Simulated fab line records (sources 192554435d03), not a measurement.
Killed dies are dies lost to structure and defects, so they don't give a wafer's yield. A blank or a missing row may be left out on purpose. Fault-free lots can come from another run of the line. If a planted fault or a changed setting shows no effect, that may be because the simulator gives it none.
Lot-split experiment | flow n5-finfet | 21 wafers read across 7 lots, on a route 1938 steps long

== THE SPLIT ==
At N5_SD_EPI_N_COAT_03 (resist thk 150 nm), the setting spin-rpm was moved away from the recipe's 1500 rpm on 5 of the 21 wafers read, by -11.1% to +4.8%. All remaining wafers had this setting at the recipe value.

== FROM THE SPLIT TO THE READING: what the file shows between them, 6 steps ==
- N5_SD_EPI_N_EBR_05
- N5_SD_EPI_N_SOFTBAKE_04: time 60 s
- N5_SD_EPI_N_EXPOSE_06: exposes mask SD N BLK, target cd 120 nm
- N5_SD_EPI_N_PEB_07: peb time 60 s
- N5_SD_EPI_N_DEVELOP_08: develop time 30 s
- N5_SD_EPI_N_DESCUM_14: chemistry O2, time 7.9 s

== THE READING ==
CAR-ArF-block_of_SD_EPI_N_COAT_03.thk-nm (the simulator's own value, which no gauge read), in nm, at N5_SD_EPI_N_ETCH_34 (etches SiARC in CF4, target depth 45.5 nm, time 75.8 s). There is no usual value for it anywhere in the file. Across the 16 wafers here that went through the recipe, the average is 110.8 nm and the standard deviation 0.59 nm.

wafer  | tool, chamber at the split | spin-rpm as run, rpm | against the recipe | CAR-ArF-block_of_SD_EPI_N_COAT_03.thk-nm, nm | against lot-mates on the recipe
L075.1 | litho-track-05, 0          | 1500                 | recipe             | 110.8                                        | -
L075.3 | litho-track-05, 0          | 1500                 | recipe             | 111                                          | -
L075.6 | litho-track-05, 0          | 1500                 | recipe             | 111.4                                        | -
L079.2 | litho-track-05, 0          | 1572                 | +4.8%              | 107                                          | -5.0
L079.3 | litho-track-05, 0          | 1572                 | +4.8%              | 107                                          | -5.0
L079.5 | litho-track-05, 0          | 1500                 | recipe             | 112                                          | -
L082.1 | litho-track-01, 0          | 1334                 | -11.1%             | 118                                          | +7.2
L082.2 | litho-track-01, 0          | 1500                 | recipe             | 110.8                                        | -
L082.5 | litho-track-01, 0          | 1334                 | -11.1%             | 118.4                                        | +7.6
L083.2 | litho-track-01, 0          | 1500                 | recipe             | 110.2                                        | -
L083.3 | litho-track-01, 0          | 1500                 | recipe             | 109.8                                        | -
L083.4 | litho-track-01, 0          | 1500                 | recipe             | 110.4                                        | -
L086.2 | litho-track-01, 0          | 1500                 | recipe             | 111.2                                        | -
L086.5 | litho-track-01, 0          | 1500                 | recipe             | 110.2                                        | -
L086.6 | litho-track-01, 0          | 1500                 | recipe             | 111.4                                        | -
L092.2 | litho-track-05, 0          | 1406                 | -6.3%              | 117.6                                        | +6.5
L092.5 | litho-track-05, 0          | 1500                 | recipe             | 111                                          | -
L092.6 | litho-track-05, 0          | 1500                 | recipe             | 111.2                                        | -
L097.2 | litho-track-05, 0          | 1500                 | recipe             | 110                                          | -
L097.4 | litho-track-05, 0          | 1500                 | recipe             | 110.4                                        | -
L097.5 | litho-track-05, 0          | 1500                 | recipe             | 111.4                                        | -

FIT RESULTS
A straight line over all 21 wafers: CAR-ArF-block_of_SD_EPI_N_COAT_03.thk-nm changes by -0.734 nm for each +1% of spin-rpm; r = -0.97; the points scatter about the line by 0.78 nm.
The same after taking each lot's own level away (the mean of its wafers on the recipe; 21 wafers): -0.773 nm for each +1%; r = -0.97; scatter 0.75 nm.
The reading moves by 8.6 nm for the largest change in spin-rpm, on that fit.
The span of the lots' own levels, 110.13 to 112.00 nm, comes to 3.2 times the standard deviation stated above.
Consequently the slope shifts little with the lot-to-lot level, the two slopes agreeing.
Check: +9.13 nm against its lot-mates is what the line predicts for one of the wafers moved furthest among these (-11.1%) when that wafer is left out of the fit. It came out at +7.2 nm against them.

== FURTHER SPLITS ON THESE WAFERS ==
Other splits were also applied to these wafers ahead of the reading. Each is held against what the fit with the lots' levels taken away leaves over:
other split on the same wafers        | wafers away from the commonest value | r with CAR-ArF-block_of_SD_EPI_N_COAT_03.thk-nm (lot level and that fit taken away)
N5_WELL_APT_EXPOSE_05 dose-mj         | 10                                   | -0.20
N5_WELL_APT_DEVELOP_07 develop-time-s | 5                                    | -0.01
N5_FIN_SAQP_SPACER1_ALD_24 temp-c     | 7                                    | -0.11
N5_FIN_CUT_CUT_ETCH_15 time-s         | 6                                    | -0.04
N5_SD_EPI_N_COAT_33 spin-rpm          | 9                                    | +0.64

== THE WHOLE CHAIN: every reading that the file lists as answering this split, in the file's order ==
step                   | what it does                                           | reading                                                                                   | change (the file's fit)               | r (the file's)
N5_SD_EPI_N_COAT_03    | resist thk 150 nm                                      | CAR-ArF-block_of_SD_EPI_N_COAT_03.thk-nm (the simulator's own value, which no gauge read) | -0.805 nm for each +1% of the setting | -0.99
N5_SD_EPI_N_DEVELOP_08 | develop time 30 s                                      | CAR-ArF-block_of_SD_EPI_N_COAT_03.thk-nm (the simulator's own value, which no gauge read) | -0.795 nm for each +1% of the setting | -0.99
N5_SD_EPI_N_ETCH_34    | etches SiARC in CF4, target depth 45.5 nm, time 75.8 s | CAR-ArF-block_of_SD_EPI_N_COAT_03.thk-nm (the simulator's own value, which no gauge read) | -0.794 nm for each +1% of the setting | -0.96

== THE FILE'S OWN FIT ==
CAR-ArF-block_of_SD_EPI_N_COAT_03.thk-nm changes by -0.794 nm for each +1% of spin-rpm, r = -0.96.
